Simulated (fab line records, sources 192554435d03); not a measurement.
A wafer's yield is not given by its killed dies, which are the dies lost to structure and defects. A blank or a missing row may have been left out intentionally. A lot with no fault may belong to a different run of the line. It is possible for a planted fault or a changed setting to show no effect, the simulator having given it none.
Split-lot study :: flow n5 finfet :: 21 wafers read from 7 lots, route of 1938 steps

ON THE SPLIT
At N5_GATE_CUT_DESCUM_18 (chemistry O2, time 7 s), the setting time s was moved away from the recipe's 7 s on 10 of the 21 wafers read, by -20.1% to +21.3%. This setting was run at the recipe's value on the other wafers.

Split to reading: the file shows no intervening step.

THE READING
CAR-EUV_of_GATE_CUT_COAT_07.thk nm (the simulator's own value, which no gauge read), in nm, at N5_GATE_CUT_ETCH_28 (etches underlayer in N2/H2, target depth 13 nm, time 10.4 s). The file does not state a usual value for it. The 11 wafers here that ran the recipe average 14.6 nm, standard deviation 0.1 nm.

wafer: L074.1
tool, chamber at the split: rie diel-02, 0,3
time s as run, s: 5.613
against the recipe: -19.8%
CAR-EUV_of_GATE_CUT_COAT_07.thk nm, nm: 15.4
against lot-mates on the recipe: +1.0

wafer: L074.3
tool, chamber at the split: rie diel-02, 0,3
time s as run, s: 5.613
against the recipe: -19.8%
CAR-EUV_of_GATE_CUT_COAT_07.thk nm, nm: 15.4
against lot-mates on the recipe: +1.0

wafer: L074.6
tool, chamber at the split: rie diel-02, 2
time s as run, s: 7
against the recipe: recipe
CAR-EUV_of_GATE_CUT_COAT_07.thk nm, nm: 14.4
against lot-mates on the recipe: -

wafer: L078.1
tool, chamber at the split: rie diel-05, 3
time s as run, s: 5.751
against the recipe: -17.8%
CAR-EUV_of_GATE_CUT_COAT_07.thk nm, nm: 15.2
against lot-mates on the recipe: +0.7

wafer: L078.2
tool, chamber at the split: rie diel-05, 2,0
time s as run, s: 7
against the recipe: recipe
CAR-EUV_of_GATE_CUT_COAT_07.thk nm, nm: 14.4
against lot-mates on the recipe: -

wafer: L078.5
tool, chamber at the split: rie diel-05, 2,0
time s as run, s: 7
against the recipe: recipe
CAR-EUV_of_GATE_CUT_COAT_07.thk nm, nm: 14.6
against lot-mates on the recipe: -

wafer: L081.1
tool, chamber at the split: rie diel-05, 1,2,2
time s as run, s: 7
against the recipe: recipe
CAR-EUV_of_GATE_CUT_COAT_07.thk nm, nm: 14.6
against lot-mates on the recipe: -

wafer: L081.2
tool, chamber at the split: rie diel-05, 1,2,2
time s as run, s: 7
against the recipe: recipe
CAR-EUV_of_GATE_CUT_COAT_07.thk nm, nm: 14.6
against lot-mates on the recipe: -

wafer: L081.5
tool, chamber at the split: rie diel-05, 1,2,2
time s as run, s: 7
against the recipe: recipe
CAR-EUV_of_GATE_CUT_COAT_07.thk nm, nm: 14.6
against lot-mates on the recipe: -

wafer: L088.1
tool, chamber at the split: rie diel-05, 3
time s as run, s: 7
against the recipe: recipe
CAR-EUV_of_GATE_CUT_COAT_07.thk nm, nm: 14.6
against lot-mates on the recipe: -

wafer: L088.3
tool, chamber at the split: rie diel-05, 0
time s as run, s: 5.596
against the recipe: -20.1%
CAR-EUV_of_GATE_CUT_COAT_07.thk nm, nm: 15.4
against lot-mates on the recipe: +0.7

wafer: L088.6
tool, chamber at the split: rie diel-05, 0
time s as run, s: 7
against the recipe: recipe
CAR-EUV_of_GATE_CUT_COAT_07.thk nm, nm: 14.8
against lot-mates on the recipe: -

wafer: L090.1
tool, chamber at the split: rie diel-02, 0
time s as run, s: 7
against the recipe: recipe
CAR-EUV_of_GATE_CUT_COAT_07.thk nm, nm: 14.6
against lot-mates on the recipe: -

wafer: L090.2
tool, chamber at the split: rie diel-02, 2,3
time s as run, s: 7.898
against the recipe: +12.8%
CAR-EUV_of_GATE_CUT_COAT_07.thk nm, nm: 14
against lot-mates on the recipe: -0.6

wafer: L090.3
tool, chamber at the split: rie diel-02, 2,3
time s as run, s: 7.898
against the recipe: +12.8%
CAR-EUV_of_GATE_CUT_COAT_07.thk nm, nm: 14.2
against lot-mates on the recipe: -0.4

wafer: L096.1
tool, chamber at the split: rie diel-05, 3
time s as run, s: 7
against the recipe: recipe
CAR-EUV_of_GATE_CUT_COAT_07.thk nm, nm: 14.6
against lot-mates on the recipe: -

wafer: L096.2
tool, chamber at the split: rie diel-05, 1,2
time s as run, s: 7.59
against the recipe: +8.4%
CAR-EUV_of_GATE_CUT_COAT_07.thk nm, nm: 14.4
against lot-mates on the recipe: -0.2

wafer: L096.4
tool, chamber at the split: rie diel-05, 1,2
time s as run, s: 7.59
against the recipe: +8.4%
CAR-EUV_of_GATE_CUT_COAT_07.thk nm, nm: 14.2
against lot-mates on the recipe: -0.4

wafer: L097.1
tool, chamber at the split: rie diel-02, 0
time s as run, s: 7
against the recipe: recipe
CAR-EUV_of_GATE_CUT_COAT_07.thk nm, nm: 14.6
against lot-mates on the recipe: -

wafer: L097.5
tool, chamber at the split: rie diel-02, 0,1
time s as run, s: 8.493
against the recipe: +21.3%
CAR-EUV_of_GATE_CUT_COAT_07.thk nm, nm: 13.8
against lot-mates on the recipe: -0.8

wafer: L097.6
tool, chamber at the split: rie diel-02, 0,1
time s as run, s: 8.493
against the recipe: +21.3%
CAR-EUV_of_GATE_CUT_COAT_07.thk nm, nm: 13.8
against lot-mates on the recipe: -0.8
Rows listing several chambers each stand for several wafers; the file does not say which wafer went through which chamber.

FIT RESULTS
A straight line over all 21 wafers: CAR-EUV_of_GATE_CUT_COAT_07.thk nm changes by -0.0383 nm for each +1% of time s; r = -0.98; the points scatter about the line by 0.095 nm.
The same after taking each lot's own level away (the mean of its wafers on the recipe; 21 wafers): -0.041 nm for each +1%; r = -0.98; scatter 0.095 nm.
According to that fit, moving time s by its largest amount changes the reading by 0.87 nm.
The lots' own levels span 14.40 to 14.70 nm, that is 2.9 times the standard deviation above.
The two slopes agree, so the slope changes little with the lot-to-lot level.
Check: for one of the wafers moved furthest among these (+21.3%), held out of the fit, the line's prediction against its lot-mates is -0.862 nm. Against them it came out at -0.8 nm.

OTHER SPLITS ON THESE WAFERS
These wafers also went through other splits before the reading. Each is held against what the fit with the lots' levels taken away leaves over:
other split on the same wafers: N5_HKMG_FIN_HK_ALD_01 ald cycles
wafers away from the commonest value: 8
r with CAR-EUV_of_GATE_CUT_COAT_07.thk nm (lot level and that fit taken away): -0.10

other split on the same wafers: N5_HKMG_FIN_EXPOSE_46 dose mj
wafers away from the commonest value: 6
r with CAR-EUV_of_GATE_CUT_COAT_07.thk nm (lot level and that fit taken away): -0.35

other split on the same wafers: N5_HKMG_FIN_ETCH_55 h2 flow sccm
wafers away from the commonest value: 6
r with CAR-EUV_of_GATE_CUT_COAT_07.thk nm (lot level and that fit taken away): -0.09

THE WHOLE CHAIN: every reading that the file lists as answering this split, in the file's order
step: N5_GATE_CUT_DESCUM_18
what it does: chemistry O2, time 7 s
reading: CAR-EUV_of_GATE_CUT_COAT_07.thk nm (the simulator's own value, which no gauge read)
change (the file's fit): -0.0357 nm for each +1% of the setting
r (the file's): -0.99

step: N5_GATE_CUT_ETCH_28
what it does: etches underlayer in N2/H2, target depth 13 nm, time 10.4 s
reading: CAR-EUV_of_GATE_CUT_COAT_07.thk nm (the simulator's own value, which no gauge read)
change (the file's fit): -0.0401 nm for each +1% of the setting
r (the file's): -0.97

FILE'S OWN FIT
CAR-EUV_of_GATE_CUT_COAT_07.thk nm changes by -0.0401 nm for each +1% of time s, r = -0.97.
